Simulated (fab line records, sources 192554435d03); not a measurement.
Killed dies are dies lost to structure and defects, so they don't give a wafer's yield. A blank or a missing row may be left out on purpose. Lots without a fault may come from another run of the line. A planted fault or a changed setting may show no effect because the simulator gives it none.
fab line records | flow n5_finfet
record lots=9 wafers=26 last_day=17
route steps=1938 shown BEOL_M5@1136 PASSIVATION@1936
lots that met no fault: from a run of the same line without faults
start_h: hours from the record's first day to the start of the lot's first wafer shown | wait_h: hours since the lot's step before | " the same as in the row above | L1.1+2: a row that stands for several wafers | - no value, or no start given | * or withheld: withheld | < > ~ a bound
route shown NAME@n: a module of which the file shows steps, and the number in the route of the first | usual: mean/standard deviation of fault-free wafers | same: alike in all rows | chamber/n: place in a boat | sites: the reading at each site | _std_site: their standard deviation | _edge_site: outer sites' mean less inner sites' | radius_mm: how far each site lies from the wafer's centre | mask NAME#n: copy n | behind: the tool/chamber that last shaped the wafer | hold: why the lot was held/for how many hours/how that ended | device: the transistor (n, p or np) that didn't switch | end of line: the same wafers' tests at the end of the route | a step without rows: its recipe alone | killed: dies lost to structure and defects at the first sort, not the wafer's yield | map: a wafer's dies, x killed, . not, _ none there
set.NAME: the setting as run; set.NAME@STEP: as run at that earlier step | model.NAME: the simulator's own value behind a step, which no gauge read
steps of the route over a sample of lots; a table a step, a row a wafer
services: from which hour (start_h, from the record's first day; less than 0 if before it) a tool's chamber was out of use, for how many hours, and why
## steps
# step N5_BEOL_M5_HM_OPEN_17
# recipe chemistry=Cl2/BCl3 target_depth_a=200 overetch_a=60 target=TiN mask_material=SOC ion_energy_ev=150 pressure_mtorr=10 icp_w=1000 bias_w=126 Cl2_flow_sccm=53.25 bcl3_flow_sccm=21.75 Ar_flow_sccm=25
# usual drypump_motor_current_A=5.63/0.18 oes_product_au=0.64/0.099 throttle_valve_pct=22.27/0.2
# columns lot.wafer tool chamber start_h wait_h drypump_motor_current_A oes_product_au rf_hours_counter_h throttle_valve_pct
L944.1 rie_metal-02 1 180.16 0.0 5.68 0.53 115 22.55
L944.3 " 0 " " 5.87 0.77 - 22.27
L944.4 " 1 " " 5.66 0.53 - 22.54
L945.2 rie_metal-01 0 180.32 0.0 5.35 0.70 31 22.05
L945.4 " 1 " " 5.67 0.59 - 22.03
L945.5 " 0 " " 5.32 0.69 - 22.04
L950.1 rie_metal-01 0 222.78 0.0 5.36 0.67 37 22.08
L950.4 " 0 " " 5.31 0.67 - 22.06
L950.6 " 0 " " 5.37 0.67 - 22.07
L957.4 rie_metal-02 1 259.03 0.1 5.64 0.52 - 22.57
L957.5 " 1 " " 5.65 0.52 - 22.57
L957.6 " 0 " " 5.87 0.73 - 22.29
L958.3 rie_metal-01 1 269.97 0.1 5.65 0.58 - 22.05
L958.5 " 1 " " 5.67 0.58 - 22.06
L958.6 " 0 " " 5.31 0.67 - 22.08
L959.1 rie_metal-03 0 273.84 0.0 5.54 0.52 124 22.47
L959.4 " 0 " " 5.55 0.52 - 22.49
L959.5 " 0 " " 5.50 0.52 - 22.50
L963.1 rie_metal-03 1 303.02 0.0 5.61 0.80 1 22.29
L963.5 " 1 " " 5.60 0.82 - 22.25
L964.1 rie_metal-02 0 309.31 0.0 5.85 0.71 24 22.31
L964.2 " 1 " " 5.65 0.81 2 21.98
L964.6 " 1 " " 5.64 0.82 - 21.98
L965.1 rie_metal-01 0 324.83 0.0 5.33 0.67 47 22.07
L965.3 " 0 " " 5.33 0.66 - 22.08
L965.5 " 0 " " 5.31 0.66 - 22.06
# step N5_BEOL_M5_ETCH_75
# recipe chemistry=N2/H2 target=underlayer target_depth_a=65 mask_material=CAR-EUV time_s=5.2 ion_energy_ev=200 pressure_mtorr=30 source_w=840 bias_w=150 n2_flow_sccm=200 h2_flow_sccm=200 ends=cleared
# usual bias_w=150.0/0.38 chamber_pressure_mTorr=30.00/0.037 drypump_motor_current_A=5.6/0.55 etch_rf_on_time_s=5.16/0.14 oes_product_au=0.68/0.085 rf_vpp_V=523.7/2.8 showerhead_plenum_p_Torr=2.53/0.094 throttle_valve_pct=17.8/0.31
# columns lot.wafer tool chamber start_h wait_h bias_w chamber_pressure_mTorr drypump_motor_current_A etch_rf_on_time_s oes_product_au rf_hours_counter_h rf_vpp_V showerhead_plenum_p_Torr throttle_valve_pct
L944.1 rie_diel-04 3 181.24 0.0 149.9 29.96 6.1 5.20 0.66 127 522.2 2.45 17.8
L944.3 " 2 " " 149.9 30.08 6.3 5.10 0.61 219 520.5 2.52 18.3
L944.4 " 1 " " 149.8 30.06 5.0 5.31 0.61 169 519.8 2.42 17.9
L945.2 rie_diel-05 1 181.65 0.0 149.5 29.99 5.8 5.53 0.57 239 518.7 2.42 18.1
L945.4 " 0 " " 150.6 30.00 5.5 5.18 0.74 - 523.5 2.57 17.2
L945.5 " 2 " " 150.0 29.99 5.7 5.20 0.57 - 524.9 2.60 17.4
L950.1 rie_diel-04 2 224.75 0.0 149.8 29.97 6.3 5.03 0.60 231 523.2 2.51 18.3
L950.4 " 0 " " 149.9 29.95 5.1 5.04 0.61 222 518.7 2.40 17.8
L950.6 " 0 " " 149.6 29.97 5.1 5.11 0.60 - 519.4 2.41 17.8
L957.4 rie_diel-04 1 259.65 0.0 - - - - - - - - -
L957.5 " 1 " " - - - - - - - - -
L957.6 " 2 " " - - - - - - - - -
L958.3 rie_diel-03 1 272.30 0.0 - - - - - - - - -
L958.5 " 1 " " - - - - - - - - -
L958.6 " 0 " " - - - - - - - - -
L959.1 rie_diel-03 2 275.34 0.0 - - - - - - - - -
L959.4 " 0 " " - - - - - - - - -
L959.5 " 2 " " - - - - - - - - -
L963.1 rie_diel-03 3 303.82 0.0 150.6 30.02 5.5 4.99 0.77 36 521.7 2.48 17.8
L963.5 " 1 " " 150.3 30.00 4.9 5.19 0.70 - 528.5 2.68 18.2
L964.1 rie_diel-05 3 310.23 0.0 149.9 30.04 5.0 5.04 0.77 34 522.7 2.48 17.2
L964.2 " 2 " " 150.2 30.08 5.7 5.08 0.81 12 524.3 2.59 17.1
L964.6 " 0 " " 149.4 30.04 5.5 5.31 0.70 - 524.2 2.55 17.2
L965.1 rie_diel-05 3 325.66 0.0 150.1 29.99 5.0 5.12 0.77 38 522.5 2.48 17.2
L965.3 " 2 " " 150.5 30.06 5.7 5.15 0.80 16 524.9 2.59 17.1
L965.5 " 2 " " 150.1 29.99 5.7 5.15 0.80 - 526.6 2.59 17.1
# step N5_BEOL_M5_ETCH_67
# recipe chemistry=CF4 target=SiARC target_depth_a=156 mask_material=CAR-EUV time_s=26 ion_energy_ev=80 pressure_mtorr=40 source_w=545 bias_w=36 Ar_flow_sccm=100 cf4_flow_sccm=100 ends=cleared
# usual bias_w=36.01/0.1 cf4_flow_sccm=99.97/0.27 drypump_motor_current_A=5.6/0.55 etch_rf_on_time_s=25.8/0.74 oes_product_au=0.69/0.087 rf_vpp_V=183.8/1.3 showerhead_plenum_p_Torr=2.13/0.073 throttle_valve_pct=15.52/0.24
# columns lot.wafer tool chamber start_h wait_h bias_w cf4_flow_sccm drypump_motor_current_A etch_rf_on_time_s oes_product_au rf_hours_counter_h rf_vpp_V showerhead_plenum_p_Torr throttle_valve_pct
L944.1 rie_diel-04 3 181.26 0.0 36.08 99.97 6.0 25.9 0.66 127 184.2 2.07 15.65
L944.3 " 2 " " 36.04 99.65 6.3 25.2 0.61 219 183.2 2.12 15.90
L944.4 " 1 " " 36.01 100.44 5.0 26.3 0.61 169 181.2 2.05 15.60
L945.2 rie_diel-05 1 181.67 0.0 35.94 100.29 5.8 28.1 0.58 239 181.1 2.02 15.57
L945.4 " 0 " " 36.24 99.77 5.5 25.8 0.77 - 184.7 2.17 15.07
L945.5 " 2 " " 36.12 99.64 5.7 26.6 0.56 - 184.8 2.20 15.48
L950.1 rie_diel-04 2 224.77 0.0 36.07 100.16 6.3 25.1 0.61 231 184.9 2.11 15.94
L950.4 " 0 " " 36.07 99.99 5.1 25.7 0.60 222 182.4 2.03 15.58
L950.6 " 0 " " 35.92 100.08 5.1 25.4 0.61 - 182.3 2.03 15.57
L957.4 rie_diel-04 1 259.66 0.0 36.13 100.08 5.0 26.5 0.60 190 182.0 2.05 15.66
L957.5 " 1 " " 36.19 99.91 5.0 26.2 0.60 - 181.5 2.05 15.66
L957.6 " 2 " " 35.98 99.64 6.3 24.8 0.60 - 182.5 2.11 15.96
L958.3 rie_diel-03 1 272.32 0.0 36.15 100.06 4.9 26.1 0.70 73 185.9 2.24 15.78
L958.5 " 1 " " 36.19 99.96 4.9 26.1 0.70 - 185.9 2.24 15.78
L958.6 " 0 " " 36.05 99.82 5.7 25.2 0.80 - 183.8 2.10 15.42
L959.1 rie_diel-03 2 275.36 0.0 36.15 99.92 6.6 25.9 0.64 185 185.7 2.20 15.55
L959.4 " 0 " " 36.07 99.43 5.6 24.9 0.80 17 182.0 2.10 15.41
L959.5 " 2 " " 36.00 99.68 6.6 26.0 0.64 - 183.4 2.20 15.56
L963.1 rie_diel-03 3 303.84 0.0 35.78 100.10 5.4 25.0 0.76 36 183.1 2.10 15.52
L963.5 " 1 " " 35.92 99.69 4.9 25.8 0.70 - 184.1 2.24 15.80
L964.1 rie_diel-05 3 310.24 0.0 35.97 99.94 5.0 25.2 0.78 34 182.7 2.09 14.97
L964.2 " 2 " " 36.04 99.73 5.8 25.7 0.81 12 183.4 2.19 15.05
L964.6 " 0 " " 36.01 99.95 5.6 26.3 0.71 - 184.3 2.16 15.16
L965.1 rie_diel-05 3 325.68 0.0 35.78 100.58 5.0 24.9 0.78 38 183.0 2.08 14.96
L965.3 " 2 " " 36.06 100.24 5.7 25.6 0.80 16 186.1 2.19 15.06
L965.5 " 2 " " 36.13 100.33 5.7 25.4 0.81 - 184.1 2.19 15.06
# step N5_BEOL_M5_ETCH_68
# recipe chemistry=N2/H2 target=SOC target_depth_a=800 overetch_a=160 mask_material=SiARC temp_c=40 time_s=120 ion_energy_ev=200 pressure_mtorr=30 source_w=840 bias_w=150 n2_flow_sccm=200 h2_flow_sccm=200
# usual bias_w=150.0/0.43 chamber_pressure_mTorr=30.003/0.029 drypump_motor_current_A=5.6/0.55 oes_product_au=0.61/0.071 rf_vpp_V=523.7/2.7 showerhead_plenum_p_Torr=2.53/0.094 throttle_valve_pct=17.7/0.31
# columns lot.wafer tool chamber start_h wait_h bias_w chamber_pressure_mTorr drypump_motor_current_A oes_product_au rf_hours_counter_h rf_vpp_V showerhead_plenum_p_Torr throttle_valve_pct
L944.1 rie_diel-04 3 181.28 0.0 150.5 30.018 6.1 0.59 127 521.9 2.45 17.8
L944.3 " 2 " " 149.9 29.919 6.3 0.55 219 522.5 2.52 18.2
L944.4 " 1 " " 149.9 29.996 5.0 0.55 169 520.9 2.42 17.8
L945.2 rie_diel-05 1 181.70 0.0 149.2 30.030 5.8 0.55 239 520.4 2.42 18.0
L945.4 " 0 " " 150.1 30.047 5.5 0.68 - 524.9 2.57 17.1
L945.5 " 2 " " 149.4 29.983 5.7 0.51 - 524.1 2.60 17.4
L950.1 rie_diel-04 2 224.80 0.0 149.9 29.976 6.3 0.53 231 522.3 2.51 18.2
L950.4 " 0 " " 149.2 30.004 5.1 0.54 222 520.4 2.40 17.8
L950.6 " 0 " " 150.0 30.019 5.1 0.54 - 520.7 2.40 17.7
L957.4 rie_diel-04 1 259.69 0.0 150.1 29.996 5.0 0.54 190 520.6 2.41 17.9
L957.5 " 1 " " 150.4 29.996 5.0 0.54 - 520.9 2.41 17.8
L957.6 " 2 " " 149.6 30.005 6.3 0.53 - 522.8 2.51 18.2
L958.3 rie_diel-03 1 272.35 0.0 150.4 29.983 4.9 0.63 73 530.4 2.69 18.2
L958.5 " 1 " " 149.8 29.989 4.9 0.63 - 527.7 2.69 18.2
L958.6 " 0 " " 150.2 30.006 5.7 0.70 - 522.1 2.48 17.6
L959.1 rie_diel-03 2 275.39 0.0 149.9 29.992 6.6 0.57 185 528.2 2.61 17.6
L959.4 " 0 " " 150.5 30.007 5.7 0.70 17 522.4 2.48 17.7
L959.5 " 2 " " 150.4 30.027 6.6 0.57 - 527.8 2.61 17.6
L963.1 rie_diel-03 3 303.86 0.0 150.0 30.005 5.5 0.67 36 522.1 2.48 17.8
L963.5 " 1 " " 150.4 29.982 4.9 0.63 - 527.8 2.68 18.2
L964.1 rie_diel-05 3 310.27 0.0 149.5 29.983 5.0 0.69 34 522.6 2.48 17.1
L964.2 " 2 " " 150.5 29.991 5.7 0.72 12 524.3 2.59 17.1
L964.6 " 0 " " 149.7 30.005 5.5 0.64 - 525.6 2.55 17.2
L965.1 rie_diel-05 3 325.70 0.0 150.2 29.990 5.0 0.68 38 522.3 2.48 17.1
L965.3 " 2 " " 149.9 29.982 5.7 0.71 16 524.7 2.59 17.0
L965.5 " 2 " " 149.3 30.012 5.7 0.71 - 525.7 2.59 17.1
# step N5_PASSIVATION_PROBE_49
# usual defect_limited_yield=91.5/1.6 killed_at_M0_to_M3=33/10 killed_at_M4_up=13/5.6 killed_at_contacts=13/6 killed_at_front_end=39/12 killed_at_other=3.0/2.8 killed_dies=101/19 killed_on_rim=13/4 killed_open=65/13 killed_short=32/8.3 sort_bin_5_function=5.0/1 sort_bin_6_memory=3.1/0.69 sort_n_pass=1079/19 sort_yield_pct=91.5/1.6
# same gross_dies=1180 killed_at_back_side=0 sort_bin_4_leakage[%]=0 sort_bin_8_speed[%]=0
# columns lot.wafer tool chamber start_h wait_h defect_limited_yield[%] killed_at_M0_to_M3 killed_at_M4_up killed_at_contacts killed_at_front_end killed_at_other killed_dies killed_on_rim killed_open killed_short sort_bin_5_function[%] sort_bin_6_memory[%] sort_n_pass sort_yield_pct[%]
L945.2 prober-01 - 270.50 0.2 91.1 32 12 17 37 7 105 18 74 25 4.9 3.5 1075 91.1
L945.4 prober-01 - 270.60 0.3 92.9 30 7 13 23 11 84 13 55 27 3.6 3.2 1096 92.9
L945.5 prober-01 - 270.65 0.3 92.8 21 12 9 37 6 85 11 58 22 4.2 2.6 1095 92.8
L944.1 prober-02 - 278.39 0.0 93.2 29 11 6 33 1 80 8 43 30 4.0 2.0 1100 93.2
L944.3 prober-02 - 278.49 0.1 91.7 36 16 8 38 0 98 14 72 25 5.0 3.1 1082 91.7
L944.4 prober-02 - 278.54 0.2 91.8 36 16 6 38 1 97 15 68 28 4.9 3.1 1083 91.8
L950.1 prober-02 - 315.71 0.0 91.9 25 10 21 39 0 95 11 68 22 4.8 2.7 1085 91.9
L950.4 prober-02 - 315.86 0.2 91.7 32 14 16 36 0 98 17 68 26 5.1 3.1 1082 91.7
L950.6 prober-02 - 315.96 0.3 89.7 40 17 14 47 4 122 9 89 31 6.6 3.6 1058 89.7
L957.4 prober-02 - 360.16 0.2 92.7 26 12 16 25 7 86 5 56 29 3.9 3.1 1094 92.7
L957.5 prober-02 - 360.21 0.2 91.1 35 7 10 49 4 105 11 61 43 4.7 3.8 1075 91.1
L957.6 prober-02 - 360.26 0.3 91.2 43 9 9 37 6 104 9 71 32 5.3 3.1 1076 91.2
L958.3 prober-02 - 363.93 0.1 92.4 30 10 6 42 2 90 12 67 23 4.1 3.2 1090 92.4
L958.5 prober-02 - 364.03 0.2 91.9 28 6 18 43 1 96 18 65 24 4.7 2.8 1084 91.9
L958.6 prober-02 - 364.08 0.3 89.2 37 10 17 61 3 128 19 79 47 7.0 3.6 1052 89.2
L959.1 prober-02 - 389.49 0.0 94.8 15 10 14 22 0 61 9 42 15 3.4 1.7 1119 94.8
L959.4 prober-02 - 389.64 0.2 92.9 28 13 8 34 1 84 10 53 24 3.4 3.0 1096 92.9
L959.5 prober-02 - 389.69 0.2 94.1 15 5 19 29 2 70 8 47 21 3.0 2.9 1110 94.1
L963.1 prober-01 - 397.93 0.0 89.2 31 13 17 63 3 127 17 84 35 5.4 4.6 1053 89.2
L963.5 prober-01 - 398.13 0.2 89.0 30 9 26 60 5 130 12 80 39 6.8 3.3 1050 89.0
L964.1 prober-02 - 414.82 0.0 92.3 26 11 8 39 7 91 7 54 34 4.7 2.5 1089 92.3
L964.2 prober-02 - 414.87 0.1 91.1 33 15 6 44 7 105 16 69 33 6.2 2.2 1075 91.1
L964.6 prober-02 - 415.07 0.3 91.9 37 18 8 31 1 95 11 52 41 5.3 2.5 1085 91.9
L965.1 prober-01 - 416.21 0.0 90.9 11 14 22 59 1 107 11 73 31 5.3 3.5 1073 90.9
L965.3 prober-01 - 416.31 0.1 93.4 26 15 7 27 3 78 14 57 14 4.2 2.3 1102 93.4
L965.5 prober-01 - 416.41 0.2 90.1 25 14 18 59 1 117 15 75 40 6.3 3.5 1063 90.1
# killed by level:class
L945.2 FIN_SAQP:geometric_particle:open=16 MOL_CONTACT_COAG:geometric_particle:open=13 FIN_SAQP:geometric_particle:short=10 BEOL_M2:geometric_particle:open=9 BEOL_M1:geometric_particle:open=6 DUMMY_GATE:geometric_particle:open=5 BEOL_M3:geometric_particle:open=5 MOL_CONTACT_COAG:geometric_particle:short=4
L945.4 MOL_CONTACT_COAG:geometric_particle:open=9 FIN_SAQP:geometric_particle:open=6 BEOL_M3:geometric_particle:open=6 BEOL_M0_SAQP:geometric_particle:open=5 BEOL_M3:geometric_particle:short=5 PASS1_DEP:geometric_particle:open=5 BEOL_M1:geometric_particle:open=4 BEOL_M5:geometric_particle:open=4
L945.5 FIN_SAQP:geometric_particle:open=12 BEOL_M3:geometric_particle:open=10 MOL_CONTACT_COAG:geometric_particle:open=8 FIN_SAQP:geometric_particle:short=5 BEOL_M2:geometric_particle:open=5 DUMMY_GATE:geometric_particle:open=4 STARTING-WAFER:geometric_particle:open=3 STI_FIN_REVEAL:geometric_particle:short=2
L944.1 BEOL_M0_SAQP:geometric_particle:short=9 BEOL_M1:geometric_particle:open=6 HKMG_FIN:area_etch=6 BEOL_M4:geometric_particle:short=5 DUMMY_GATE:geometric_particle:open=4 ILD0:geometric_particle:short=4 MOL_CONTACT_COAG:geometric_particle:open=4 BEOL_M0_SAQP:geometric_particle:open=4
L944.3 BEOL_M0_SAQP:geometric_particle:open=10 STI_FIN_REVEAL:geometric_particle:open=9 MOL_CONTACT_COAG:geometric_particle:open=7 BEOL_M0_SAQP:geometric_particle:short=7 DUMMY_GATE:geometric_particle:open=6 BEOL_M1:geometric_particle:open=6 BEOL_M3:geometric_particle:open=6 GATE_CUT:geometric_particle:short=5
L944.4 STI_FIN_REVEAL:geometric_particle:open=11 BEOL_M2:geometric_particle:open=9 BEOL_M0_SAQP:geometric_particle:open=7 FIN_SAQP:geometric_particle:open=6 BEOL_M4:geometric_particle:open=6 BEOL_M1:geometric_particle:open=5 MOL_CONTACT_COAG:geometric_particle:open=5 BEOL_M2:geometric_particle:short=5
L950.1 MOL_CONTACT_COAG:geometric_particle:open=20 STI_FIN_REVEAL:geometric_particle:open=16 BEOL_M0_SAQP:geometric_particle:open=9 BEOL_M0_SAQP:geometric_particle:short=7 FIN_SAQP:geometric_particle:short=5 FIN_SAQP:geometric_particle:open=4 DUMMY_GATE:geometric_particle:open=3 ILD0:geometric_particle:open=3
L950.4 MOL_CONTACT_COAG:geometric_particle:open=10 STI_FIN_REVEAL:geometric_particle:open=9 DUMMY_GATE:geometric_particle:open=8 BEOL_M1:geometric_particle:open=8 BEOL_M3:geometric_particle:open=6 ILD0:geometric_particle:open=5 BEOL_M4:geometric_particle:open=5 STI_FIN_REVEAL:geometric_particle:short=4
L950.6 FIN_SAQP:geometric_particle:open=16 MOL_CONTACT_COAG:geometric_particle:open=13 STI_FIN_REVEAL:geometric_particle:open=9 BEOL_M3:geometric_particle:open=9 BEOL_M0_SAQP:geometric_particle:open=7 BEOL_M0_SAQP:geometric_particle:short=7 BEOL_M0:geometric_particle:open=7 BEOL_M4:geometric_particle:open=5
L957.4 MOL_CONTACT_COAG:geometric_particle:open=14 BEOL_M0_SAQP:geometric_particle:open=7 BEOL_M0_SAQP:geometric_particle:short=6 BEOL_M1:geometric_particle:open=5 DUMMY_GATE:geometric_particle:open=4 BEOL_M3:geometric_particle:open=4 FIN_SAQP:geometric_particle:short=3 GATE_CUT:geometric_particle:short=3
L957.5 DUMMY_GATE:geometric_particle:open=12 BEOL_M0_SAQP:geometric_particle:short=10 BEOL_M2:geometric_particle:open=7 DUMMY_GATE:geometric_particle:short=6 MOL_CONTACT_COAG:geometric_particle:open=6 ILD0:geometric_particle:short=5 BEOL_M0_SAQP:geometric_particle:open=5 BEOL_M3:geometric_particle:open=5
L957.6 BEOL_M0_SAQP:geometric_particle:open=11 BEOL_M3:geometric_particle:open=11 BEOL_M0_SAQP:geometric_particle:short=9 MOL_CONTACT_COAG:geometric_particle:open=7 BEOL_M2:geometric_particle:open=6 STI_FIN_REVEAL:geometric_particle:open=5 DUMMY_GATE:geometric_particle:open=5 GATE_CUT:geometric_particle:short=5
L958.3 DUMMY_GATE:geometric_particle:open=13 FIN_SAQP:geometric_particle:open=8 STI_FIN_REVEAL:geometric_particle:open=7 BEOL_M0_SAQP:geometric_particle:open=7 BEOL_M3:geometric_particle:open=6 BEOL_M2:geometric_particle:open=5 MOL_CONTACT_COAG:geometric_particle:open=5 BEOL_M0_SAQP:geometric_particle:short=5
L958.5 MOL_CONTACT_COAG:geometric_particle:open=15 BEOL_M2:geometric_particle:open=9 DUMMY_GATE:geometric_particle:open=6 HKMG_FIN:area_etch=6 FIN_SAQP:geometric_particle:short=5 BEOL_M3:geometric_particle:open=5 BEOL_M1:geometric_particle:short=5 FIN_SAQP:geometric_particle:open=4
L958.6 FIN_SAQP:geometric_particle:open=14 MOL_CONTACT_COAG:geometric_particle:open=13 STI_FIN_REVEAL:geometric_particle:open=12 BEOL_M1:geometric_particle:short=9 DUMMY_GATE:geometric_particle:open=7 BEOL_M0_SAQP:geometric_particle:short=7 FIN_SAQP:geometric_particle:short=6 BEOL_M3:geometric_particle:open=6
L959.1 MOL_CONTACT_COAG:geometric_particle:open=13 STI_FIN_REVEAL:geometric_particle:open=7 BEOL_M3:geometric_particle:open=6 STARTING-WAFER:geometric_particle:open=4 GATE_CUT:geometric_particle:open=3 GATE_CUT:geometric_particle:short=2 BEOL_M0_SAQP:geometric_particle:short=2 BEOL_M2:geometric_particle:open=2
L959.4 STI_FIN_REVEAL:geometric_particle:open=10 BEOL_M3:geometric_particle:open=8 HKMG_FIN:area_etch=7 BEOL_M1:geometric_particle:open=6 MOL_CONTACT_COAG:geometric_particle:open=5 BEOL_M8:geometric_particle:open=4 GATE_CUT:geometric_particle:short=3 MOL_CONTACT_COAG:geometric_particle:short=3
L959.5 MOL_CONTACT_COAG:geometric_particle:open=16 BEOL_M3:geometric_particle:open=8 STARTING-WAFER:geometric_particle:short=6 STI_FIN_REVEAL:geometric_particle:open=5 DUMMY_GATE:geometric_particle:open=3 SPACER0:geometric_particle:short=3 MOL_CONTACT_COAG:geometric_particle:short=3 GATE_CUT:geometric_particle:short=2
L963.1 STI_FIN_REVEAL:geometric_particle:open=19 MOL_CONTACT_COAG:geometric_particle:open=14 FIN_SAQP:geometric_particle:open=12 BEOL_M0_SAQP:geometric_particle:open=11 BEOL_M0_SAQP:geometric_particle:short=9 FIN_SAQP:geometric_particle:short=9 BEOL_M5:geometric_particle:open=6 HKMG_FIN:area_etch=6
L963.5 MOL_CONTACT_COAG:geometric_particle:open=21 STI_FIN_REVEAL:geometric_particle:open=16 GATE_CUT:geometric_particle:short=13 BEOL_M0_SAQP:geometric_particle:open=13 FIN_SAQP:geometric_particle:short=6 HKMG_FIN:area_etch=6 FIN_SAQP:geometric_particle:open=5 BEOL_M0_SAQP:geometric_particle:short=5
L964.1 STI_FIN_REVEAL:geometric_particle:open=11 FIN_SAQP:geometric_particle:short=6 BEOL_M3:geometric_particle:open=6 STI_FIN_REVEAL:geometric_particle:short=5 MOL_CONTACT_COAG:geometric_particle:open=5 BEOL_M0_SAQP:geometric_particle:short=5 BEOL_M1:geometric_particle:open=5 FIN_SAQP:geometric_particle:open=4
L964.2 FIN_SAQP:geometric_particle:short=10 DUMMY_GATE:geometric_particle:open=10 STI_FIN_REVEAL:geometric_particle:open=9 BEOL_M0:geometric_particle:open=5 BEOL_M2:geometric_particle:open=5 BEOL_M4:geometric_particle:open=5 MOL_CONTACT_COAG:geometric_particle:open=4 BEOL_M0_SAQP:geometric_particle:short=4
L964.6 BEOL_M0_SAQP:geometric_particle:open=11 BEOL_M0_SAQP:geometric_particle:short=11 FIN_SAQP:geometric_particle:short=8 MOL_CONTACT_COAG:geometric_particle:open=8 STI_FIN_REVEAL:geometric_particle:open=7 BEOL_M5:geometric_particle:short=6 BEOL_M3:geometric_particle:open=4 BEOL_M8:geometric_particle:open=4
L965.1 STI_FIN_REVEAL:geometric_particle:open=19 MOL_CONTACT_COAG:geometric_particle:open=17 FIN_SAQP:geometric_particle:short=10 FIN_SAQP:geometric_particle:open=10 MOL_CONTACT_COAG:geometric_particle:short=5 BEOL_M4:geometric_particle:open=5 STI_FIN_REVEAL:geometric_particle:short=3 ILD0:geometric_particle:short=3
L965.3 STI_FIN_REVEAL:geometric_particle:open=11 BEOL_M0_SAQP:geometric_particle:open=9 BEOL_M3:geometric_particle:open=9 MOL_CONTACT_COAG:geometric_particle:open=6 FIN_SAQP:geometric_particle:open=4 FIN_SAQP:geometric_particle:short=4 BEOL_M4:geometric_particle:open=4 BEOL_M5:geometric_particle:open=3
L965.5 STI_FIN_REVEAL:geometric_particle:open=17 MOL_CONTACT_COAG:geometric_particle:open=17 STARTING-WAFER:geometric_particle:short=8 FIN_SAQP:geometric_particle:short=7 GATE_CUT:geometric_particle:short=7 BEOL_M4:geometric_particle:open=7 BEOL_M0_SAQP:geometric_particle:open=7 STI_FIN_REVEAL:geometric_particle:short=6
## services
# columns tool chamber start_h hours kind
rie_metal-03 0 161.49 16.5 repair
rie_diel-03 3 162.99 - clean
rie_diel-05 3 180.01 - clean
rie_diel-05 3 180.01 - consumable_replace:focus_ring
rie_diel-05 3 180.01 23.3 scheduled_down
rie_diel-05 3 180.01 23.3 vent_cycle
rie_diel-04 1 183.48 4.8 repair
rie_diel-05 1 212.43 - clean
rie_diel-05 1 212.43 - consumable_replace:focus_ring
rie_diel-05 1 212.43 - consumable_replace:showerhead
rie_diel-05 1 212.43 30.8 scheduled_down
rie_diel-05 1 212.43 30.8 vent_cycle
rie_diel-05 2 243.42 - clean
rie_diel-05 2 243.42 - consumable_replace:focus_ring
rie_diel-05 2 243.42 18.1 scheduled_down
rie_diel-05 2 243.42 18.1 vent_cycle
rie_diel-04 2 287.02 - clean
rie_diel-04 2 287.02 - consumable_replace:focus_ring
rie_diel-04 0 309.21 - clean
rie_diel-04 0 309.21 - consumable_replace:esc
rie_diel-04 0 309.21 - consumable_replace:focus_ring
rie_diel-04 0 309.21 - consumable_replace:showerhead
rie_diel-04 0 309.21 25.9 scheduled_down
rie_diel-04 0 309.21 25.9 vent_cycle
## key
first_sign step=N5_BEOL_M5_ETCH_75 reading=tool_record direction=missing
effect none on later readings
met_at N5_BEOL_M5_ETCH_75
struck_lots L957,L958,L959
not_acting_at N5_BEOL_M5_HM_OPEN_17,N5_BEOL_M5_ETCH_67,N5_BEOL_M5_ETCH_68
onset_between 224.75 259.65
fault kind=skipped_step_whole tool=rie_diel-03,rie_diel-04 chamber=- onset_h=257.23 steps=N5_BEOL_M5_ETCH_75 scope=struck_lots_only
